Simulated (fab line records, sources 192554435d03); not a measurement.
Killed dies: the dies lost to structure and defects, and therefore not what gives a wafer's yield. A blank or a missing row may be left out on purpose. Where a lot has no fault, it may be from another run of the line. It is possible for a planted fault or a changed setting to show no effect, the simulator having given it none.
Matching of chambers | flow n5Finfet | aldHk-02 running N5_MIM_TOP_ALD_00: 4 sister chambers
The step deposits Al2O3, purge time 3 s, co reactant pulse time 3 s. 4 wafers are shown with their chamber, then 9 later ones without.

## EACH WAFER AND ITS CHAMBER
wafer  | chamber | precursorPulseHeightRel
L083.5 | 0       | 1.049
L088.1 | 2       | 1.012
L088.3 | 3       | 0.982
L088.5 | 1       | 1.006

## WAFERS WITHOUT THEIR CHAMBER
wafer  | precursorPulseHeightRel
L093.1 | 0.987
L093.2 | 1.029
L093.5 | 1.016
L092.2 | 0.976
L092.4 | 0.990
L092.6 | 0.966
L096.1 | 1.000
L096.3 | 0.988
L096.5 | 1.008

## THE CHAMBER EACH PASSED THROUGH
wafer  | from the rows above          | in truth
L093.1 | can't be placed: 3 or 1      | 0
L093.2 | can't be placed: 2 or 0 or 1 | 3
L093.5 | can't be placed: 2 or 1      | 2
L092.2 | 3                            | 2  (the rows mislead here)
L092.4 | can't be placed: 3 or 1 or 2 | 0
L092.6 | 3                            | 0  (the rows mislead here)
L096.1 | can't be placed: 1 or 2 or 3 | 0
L096.3 | can't be placed: 3 or 1 or 2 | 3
L096.5 | can't be placed: 1 or 2      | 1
Correct placement for 0 of the 9. Can't be placed from these rows: 7 (the true chamber is among the candidates in 3). Wrongly placed: 2.
How it was worked out, from the rows above alone: a wafer's distance from a chamber is the root of the sum, over the readings, of the square of ((its reading less the chamber's mean) divided by the reading's scatter). The wafer belongs to the nearest chamber; if the next one is less than 2 further off, it can't be placed. A chamber's mean is the mean of its shown wafers. The scatter: root of mean squared gap, hidden wafer to nearest shown wafer, with one shown wafer a chamber.
